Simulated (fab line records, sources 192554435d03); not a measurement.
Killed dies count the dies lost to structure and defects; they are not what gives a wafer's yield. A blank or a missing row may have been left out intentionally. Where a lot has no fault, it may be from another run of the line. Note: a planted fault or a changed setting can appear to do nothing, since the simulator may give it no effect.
Problem report, 8D (eight disciplines) form, completed by code + flow n5-finfet + the parts of the form that need people (team, actions taken, sign-off) are left out

## 1. PROBLEM STATEMENT
thk-nm at N5_BEOL_M0_SAQP_THK_MEAS_05 reads a mean of 50.6 nm on 6 wafers of 2 lots; wafers without a fault read 60.0 nm with a standard deviation of 0.67. Relative to the usual mean, that is a shift of -14 standard deviations.
Earliest sighting: wafer L640.1 on film-metro-02 at day 9 22:34. The record holds 27 wafers of 9 lots with a number at this step. Rule for "out", or "out of limits": more than 4 standard deviations from the usual mean. All remaining wafers that have a number are taken as sound.

## 2. WHAT IT IS, AND WHAT IT ISN'T
| question                    | is                           | is not                                                                    |
|-----------------------------|------------------------------|---------------------------------------------------------------------------|
| which readings at this step | thk-nm                       | -                                                                         |
| which lots                  | L640, L641                   | L623, L625, L626, L635, L636, L645, L646                                  |
| which wafers of those lots  | all that have a number       | -                                                                         |
| read on which gauges        | film-metro-01, film-metro-02 | -                                                                         |
| when                        | from day 9 22:34             | up to then (15 sound wafers); but 6 sound wafers of L645, L646 came after |

## 3. WHAT RULES OUT EACH SUSPECT
Counting: any tool at a process step up to the reading is kept as a suspect provided that every lot that is out went through it and no sound lot did after the first of them.
- the gauge at N5_BEOL_M0_SAQP_THK_MEAS_05: ruled out. Those wafers that are out were read across 2 gauges (film-metro-01, film-metro-02).
- pecvd-03 at N5_BEOL_M0_SAQP_PECVD_03 (deposits SiCN from 3MS/NH3, target thk 12 nm, time 21.1 s): kept. It ran every lot that is out, first L640 (day 9 22:21), and no sound lot after that; its last sound lot up to then is L636 (day 8 17:29).
- pecvd-03 at N5_BEOL_M0_SAQP_PECVD_04 (deposits a-Si from SiH4/He, target thk 60 nm, time 60.2 s): kept. It ran every lot that is out, first L640 (day 9 22:28), and no sound lot after that; its last sound lot up to then is L636 (day 8 17:36).
What counting leaves: pecvd-03 at N5_BEOL_M0_SAQP_PECVD_03 and pecvd-03 at N5_BEOL_M0_SAQP_PECVD_04.

## 4. THE CAUSE (what the simulator had put in)
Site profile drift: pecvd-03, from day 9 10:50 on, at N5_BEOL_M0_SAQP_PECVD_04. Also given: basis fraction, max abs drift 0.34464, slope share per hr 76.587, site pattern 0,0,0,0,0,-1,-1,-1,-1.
Counting leaves 2 suspects; this tool is one of them.

## 5. SEQUENCE OF EFFECTS, ordered by route
One row per reading whose mean, taken over the struck wafers that have a number, lies over 3 standard deviations from the usual. Only readings whose record carries a usual standard deviation are examined. hours: median over the lots of the time between each lot's start at the first step of this table that gives one and its start at this step. sigmas: the change, counted in usual standard deviations.
| hours | step                            | reading        | usual      | on struck wafers | change | sigmas |
|-------|---------------------------------|----------------|------------|------------------|--------|--------|
| 0     | N5_BEOL_M0_SAQP_THK_MEAS_05     | thk-nm         | 60.0 nm    | 50.6             | -9.4   | -14    |
| 1     | N5_BEOL_M0_SAQP_MANDREL_ETCH_20 | oes-product-au | 0.775 a.u. | 0.700            | -0.076 | -6.9   |
Its process steps:
- N5_BEOL_M0_SAQP_MANDREL_ETCH_20: etches a-Si in HBr/Cl2, stops on SiNx, target depth 60 nm, bt time 10 s, time 30 s.
Later steps that measure or inspect, where all struck wafers having a row at the step show a number for every such reading and not one has moved that far: N5_BEOL_M4_RC_MEAS_101.

## 6. HOW IT WOULD HAVE BEEN CAUGHT EARLIER
The first out-of-limits reading at a measuring or inspecting step in this record came at day 9 22:34, 12 hours after the fault's start at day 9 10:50.
Of the tool readings at N5_BEOL_M0_SAQP_PECVD_04 for which the record gives a usual standard deviation, none was out on any struck wafer, so an alarm limit of 4 standard deviations on them would not have fired.
L641, from the lots that are out (2), started N5_BEOL_M0_SAQP_PECVD_04 on pecvd-03 later than day 9 22:34. It would have been spared by a hold on the tool at that moment.
